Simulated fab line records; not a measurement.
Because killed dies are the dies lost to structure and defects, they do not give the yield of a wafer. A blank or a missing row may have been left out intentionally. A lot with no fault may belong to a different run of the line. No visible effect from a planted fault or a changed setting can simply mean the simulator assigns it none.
The tool behind it: which one? ; flow n5Finfet ; route of 1938 steps, sampled at 1 step: 10 lots, 30 wafers

## WHAT THE GAUGES READ, wafer by wafer
N5_BEOL_M15_INSPECT_30: inspects for defects (macro). Usual: rawDefectCount 2.1, standard deviation 1.4.
lot;measured;on;rawDefectCount;flag
L194;day 11 08:19;defectInspect-01;1 5 3;
L196;day 11 17:46;defectInspect-01;4 2 0;
L199;day 12 18:13;defectInspect-01;1 1 1;
L206;day 14 23:13;defectInspect-02;2 1 2;
L210;day 15 13:28;defectInspect-02;1 1 1;
L212;day 16 01:14;defectInspect-01;1 3 1;
L214;day 16 18:07;defectInspect-02;4 3 5;
L213;day 16 19:10;defectInspect-01;3 0 1;
L215;day 17 19:23;defectInspect-01;0 4 0;
L217;day 18 04:02;defectInspect-02;4 2 5;

## TOOL THAT RAN EACH LOT (tool first, then ch and the chambers of the sampled wafers, then the start)
Before these readings, the record contains no process step.

## AS READ BY THE TOOLS THEMSELVES (means over the sampled wafers that have a number; for cases with no such wafer, the mark the record gives instead)
The record holds no such reading with a usual standard deviation.

## THE ANSWER, worked out from the rows above alone
Rule: a lot counts as off when the mean over its wafers that have a number is more than 3 standard deviations away from the usual mean. Also off: a lot with no number at a reading for which 4 or more lots have one. Any other lot the step has rows for is counted as sound. First the gauges in route order, then the tools' own readings, where a lot's mean is used as printed above. The first step at which some lot is off is used, and at that step the reading that is off furthest; a lot without a number counts as furthest.
None of the lots is off at any reading shown; this tells nothing.

## WHAT HAD BEEN PUT IN BY THE SIMULATOR
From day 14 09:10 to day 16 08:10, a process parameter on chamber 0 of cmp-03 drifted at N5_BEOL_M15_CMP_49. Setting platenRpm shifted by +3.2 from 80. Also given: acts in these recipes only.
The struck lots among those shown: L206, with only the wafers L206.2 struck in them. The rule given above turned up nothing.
